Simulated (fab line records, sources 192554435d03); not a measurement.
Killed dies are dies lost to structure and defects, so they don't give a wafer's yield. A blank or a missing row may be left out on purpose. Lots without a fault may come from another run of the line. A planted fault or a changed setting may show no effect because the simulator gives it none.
Chamber matching | flow n5_finfet | N5_BEOL_M12_DESCUM_33 on rie_diel-05: 4 sister chambers
The step chemistry O2, time 7.9 s. 4 wafers are shown with their chamber, then 11 later ones without.

WAFERS WITH THEIR CHAMBER
wafer  | chamber | drypump_motor_current_A (A)
L076.2 | 1       | 5.8
L088.5 | 3       | 5.0
L088.6 | 2       | 6.7
L091.2 | 0       | 5.1

WAFERS WITHOUT THEIR CHAMBER
wafer  | drypump_motor_current_A (A)
L091.5 | 5.1
L091.6 | 5.0
L093.2 | 5.8
L093.3 | 5.1
L093.4 | 5.0
L092.1 | 5.8
L092.2 | 4.9
L092.4 | 5.1
L097.2 | 5.8
L097.4 | 5.8
L097.6 | 5.1

WHICH CHAMBER EACH WENT THROUGH
wafer  | from the rows above | in truth
L091.5 | 0                   | 0
L091.6 | 3                   | 3
L093.2 | 1                   | 1
L093.3 | 0                   | 0
L093.4 | 3                   | 3
L092.1 | 1                   | 1
L092.2 | 3                   | 3
L092.4 | 0                   | 0
L097.2 | 1                   | 1
L097.4 | 1                   | 1
L097.6 | 0                   | 0
Placed correctly: 11 of 11. Can't be placed from these rows: 0. Placed wrongly: 0.
How it was worked out, from the rows above alone: a wafer's distance from a chamber is the root of the sum, over the readings, of the square of ((its reading less the chamber's mean) divided by the reading's scatter). The wafer belongs to the nearest chamber; if the next one is less than 2 further off, it can't be placed. A chamber's mean is the mean of its shown wafers. The scatter: with one shown wafer a chamber, the root of the mean of the squares of how far each hidden wafer lies from its nearest shown one.
